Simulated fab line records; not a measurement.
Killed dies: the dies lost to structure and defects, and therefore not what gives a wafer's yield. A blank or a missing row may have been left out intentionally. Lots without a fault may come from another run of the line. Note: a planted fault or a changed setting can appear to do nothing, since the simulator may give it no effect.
Which tool is to blame?	flow nand-harc	12 lots with 36 wafers sampled at 6 steps, on a route of 1159 steps

== WHAT THE GAUGES READ, wafer by wafer ==
NHARC_A_CONTACT_CD_MEAS_42 targets a cd of 200 nm.
lot	measured	on	cd-nm (nm)
L241	day 16 11:37	cd-sem-02	200.0 200.1 200.5
L242	day 17 10:23	cd-sem-01	199.9 199.8 199.9
L245	day 17 06:16	cd-sem-01	201.0 200.2 200.6
L246	day 17 17:09	cd-sem-01	200.2 200.0 201.7
L248	day 18 18:34	cd-sem-03	200.8 200.7 199.3
L251	day 19 11:01	cd-sem-03	199.9 202.0 199.7
L250	day 19 15:46	cd-sem-02	216.3 216.7 216.3
L253	day 19 16:02	cd-sem-01	213.5 213.3 214.8
L252	day 19 22:02	cd-sem-03	212.5 212.2 211.9
L255	day 20 02:08	cd-sem-02	200.0 200.9 201.2
L257	day 20 03:49	cd-sem-03	200.2 200.0 200.9
L261	day 21 12:28	cd-sem-02	199.9 200.5 199.5

NHARC_END_SORT_01.
lot	measured	on	killed-at-array	killed-at-other	killed-at-periphery	killed-dies	killed-open	killed-short
L242	day 20 11:10	prober-01	32 24 28	0 0 0	3 6 3	35 30 31	4 2 0	3 2 2
L245	day 20 04:56	prober-02	15 12 9	1 0 1	7 4 3	23 16 13	3 3 2	4 1 2
L251	day 22 08:41	prober-01	18 17 22	0 1 1	1 3 2	19 21 25	4 5 2	1 2 6
L250	day 22 14:54	prober-01	39 34 30	0 0 0	6 1 3	45 35 33	0 2 3	5 2 4
L253	day 22 14:51	prober-02	30 22 32	0 1 0	3 2 1	33 25 33	4 5 7	5 1 1
L252	day 23 10:44	prober-01	34 45 34	1 0 0	4 5 1	39 50 35	2 8 5	1 3 3
L255	day 23 18:27	prober-01	36 34 30	1 1 0	0 3 2	37 38 32	1 3 4	3 1 2

== TOOL THAT RAN EACH LOT (tool first, then ch and the chambers of the sampled wafers, then the start) ==
lot	NHARC_A_WL_FILL_ALD_10	NHARC_A_WL_FILL_ALD_19	NHARC_A_CONTACT_EXPOSE_39	NHARC_A_CONTACT_DESCUM_47
L241	ald-hk-04 ch 0,1, day 15 15:22	ald-metal-02 ch 1,2, day 16 01:50	arfi-scanner-03 ch 0, day 16 11:28	rie-diel-13 ch 1,2,3, day 16 11:49
L242	ald-hk-03 ch 0,2,3, day 16 03:10	ald-metal-04 ch 0,2, day 16 15:37	arfi-scanner-02 ch 0, day 17 10:14	rie-diel-05 ch 0,3, day 17 10:35
L245	ald-hk-02 ch 0,1,3, day 16 06:32	ald-metal-03 ch 1,2,3, day 16 15:35	arfi-scanner-01 ch 0, day 17 06:08	rie-diel-05 ch 1,2,3, day 17 06:28
L246	ald-hk-02 ch 0,2,3, day 16 10:32	ald-metal-04 ch 0,2,3, day 16 20:47	arfi-scanner-02 ch 0, day 17 17:01	rie-diel-05 ch 0,1,2, day 17 17:20
L248	ald-hk-02 ch 1,2,3, day 17 21:58	ald-metal-03 ch 0,1,2, day 18 09:28	arfi-scanner-01 ch 0, day 18 18:26	rie-diel-07 ch 1,2, day 18 18:47
L251	ald-hk-02 ch 0,1,3, day 18 11:32	ald-metal-03 ch 1,2, day 18 20:53	arfi-scanner-02 ch 0, day 19 10:53	rie-diel-07 ch 0,1, day 19 11:12
L250	ald-hk-02 ch 0,2,3, day 18 18:09	ald-metal-04 ch 0,1,2, day 19 04:39	arfi-scanner-02 ch 0, day 19 15:38	rie-diel-13 ch 1,2,3, day 19 15:58
L253	ald-hk-04 ch 0,1,2, day 18 19:12	ald-metal-02 ch 2,3, day 19 04:41	arfi-scanner-02 ch 0, day 19 15:53	rie-diel-07 ch 1,2, day 19 16:14
L252	ald-hk-03 ch 0,2,3, day 19 00:20	ald-metal-02 ch 0,1,3, day 19 10:28	arfi-scanner-02 ch 0, day 19 21:53	rie-diel-07 ch 0,3, day 19 22:14
L255	ald-hk-04 ch 0,1,3, day 19 00:20	ald-metal-04 ch 0,1, day 19 10:28	arfi-scanner-03 ch 0, day 20 02:00	rie-diel-05 ch 0,1,2, day 20 02:23
L257	ald-hk-02 ch 0,1, day 19 05:26	ald-metal-02 ch 0,1,2, day 19 15:33	arfi-scanner-01 ch 0, day 20 03:41	rie-diel-05 ch 2,3, day 20 04:00
L261	ald-hk-04 ch 0,1,2, day 20 08:36	ald-metal-03 ch 0,1,2, day 20 18:56	arfi-scanner-03 ch 0, day 21 12:20	rie-diel-05 ch 0,2,3, day 21 12:40
- NHARC_A_WL_FILL_ALD_10: deposits SiO2, target thk 50 nm, pulse time 10 s, ald cycles 500.
- NHARC_A_WL_FILL_ALD_19: deposits TiN, target thk 2 nm, pulse time 3 s, ald cycles 100.
- NHARC_A_CONTACT_EXPOSE_39: exposes mask A CC 3.
- NHARC_A_CONTACT_DESCUM_47: chemistry O2, time 3 s.

== AS READ BY THE TOOLS THEMSELVES (means over the sampled wafers that have a number; for cases with no such wafer, the mark the record gives instead) ==
NHARC_A_WL_FILL_ALD_10.
lot	tool	heater-power-w (W)	precursor-pulse-height-rel
L241	ald-hk-04	472	1.006
L242	ald-hk-03	459	1.024
L245	ald-hk-02	476	0.999
L246	ald-hk-02	496	0.982
L248	ald-hk-02	451	1.002
L251	ald-hk-02	485	1.021
L250	ald-hk-02	499	1.008
L253	ald-hk-04	503	0.996
L252	ald-hk-03	453	0.999
L255	ald-hk-04	456	1.002
L257	ald-hk-02	499	0.982
L261	ald-hk-04	497	0.996

NHARC_A_WL_FILL_ALD_19.
lot	tool	heater-power-w (W)	precursor-pulse-height-rel
L241	ald-metal-02	1095	0.984
L242	ald-metal-04	1170	1.016
L245	ald-metal-03	1020	1.014
L246	ald-metal-04	1075	1.014
L248	ald-metal-03	1037	0.993
L251	ald-metal-03	1045	0.993
L250	ald-metal-04	1079	1.005
L253	ald-metal-02	959	1.003
L252	ald-metal-02	1006	1.012
L255	ald-metal-04	972	0.990
L257	ald-metal-02	1093	1.008
L261	ald-metal-03	1034	1.008

NHARC_A_CONTACT_EXPOSE_39.
lot	tool	exposure-dose-mJ-cm2	focus-offset-nm (nm)
L241	arfi-scanner-03	58.77	0.5
L242	arfi-scanner-02	58.89	0.0
L245	arfi-scanner-01	58.87	0.1
L246	arfi-scanner-02	58.87	-0.7
L248	arfi-scanner-01	58.85	0.6
L251	arfi-scanner-02	58.82	0.0
L250	arfi-scanner-02	79.84	0.5
L253	arfi-scanner-02	75.62	-0.5
L252	arfi-scanner-02	73.95	-0.2
L255	arfi-scanner-03	58.90	-0.1
L257	arfi-scanner-01	58.72	-0.6
L261	arfi-scanner-03	58.70	-0.2

NHARC_A_CONTACT_DESCUM_47.
lot	tool	drypump-motor-current-A (A)	oes-product-au (a.u.)	rf-vpp-V (V)	showerhead-plenum-p-Torr (Torr)	throttle-valve-pct (%)
L241	rie-diel-13	5.7	1.006	58.2	2.01	11.310
L242	rie-diel-05	5.4	1.004	57.0	1.91	11.303
L245	rie-diel-05	5.7	1.005	57.7	1.89	11.307
L246	rie-diel-05	5.7	0.999	57.6	1.91	11.322
L248	rie-diel-07	5.9	1.009	57.6	1.90	11.321
L251	rie-diel-07	6.2	0.998	57.9	1.88	11.314
L250	rie-diel-13	5.7	1.003	59.0	2.00	11.317
L253	rie-diel-07	5.9	1.016	57.9	1.90	11.313
L252	rie-diel-07	6.0	1.004	58.6	1.91	11.314
L255	rie-diel-05	5.7	1.006	57.4	1.90	11.311
L257	rie-diel-05	5.7	0.996	57.0	1.86	11.308
L261	rie-diel-05	5.7	1.000	57.1	1.88	11.315

== THE ANSWER, worked out from the rows above alone ==
Rule: what is usual is taken from the lots themselves. The widest of any qualifying gaps counts: lots, ordered by their means at a reading, are off when they make up no more than a third of the lots, leave a main group of 4 or more, and stand apart from it by 3 or more times the standard deviation of that group's means. The tables above print the reading to a certain number of digits; a main group whose means all agree to those digits is not used. A lot without any number at a reading at which 4 lots or more have one is off too. All remaining lots with rows at the step are treated as sound. Order of review: gauges by route order, followed by the tools' own readings, for which a lot's mean as printed above is used. The first step at which some lot is off is used, and at that step the reading that is off furthest; a lot without a number counts as furthest.
Off, at NHARC_A_CONTACT_CD_MEAS_42 on cd-nm: L250, L253, L252. For the main group the mean is 200.3 nm and the standard deviation 0.28.
A tool fits if, at a process step before that reading, it ran every lot that is off, and no sound lot after the first of them. The gauges at NHARC_A_CONTACT_CD_MEAS_42 aren't tried: what is off there is off at NHARC_A_CONTACT_EXPOSE_39 too, on other tools, and a gauge's error can't cause that. One fits: NHARC_A_CONTACT_EXPOSE_39 on arfi-scanner-02. A fault onset in the window from L251 (day 19 10:53, its last sound lot) to L250 (day 19 15:38, its first lot off) fits.
On the lots that are off, the tool's own readings at NHARC_A_CONTACT_EXPOSE_39 differ by more than 5 times the standard deviation of the sound lots' means, which bears it out; exposure-dose-mJ-cm2 reads 76.47 there versus 58.82 on the sound lots.

== WHAT HAD BEEN PUT IN BY THE SIMULATOR ==
Process parameter drift: arfi-scanner-02, from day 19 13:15 on, at NHARC_A_CONTACT_EXPOSE_39. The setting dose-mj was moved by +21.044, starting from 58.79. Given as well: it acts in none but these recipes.
Shown lots that were struck: L250, L253, L252. This agrees with what the rule above found.
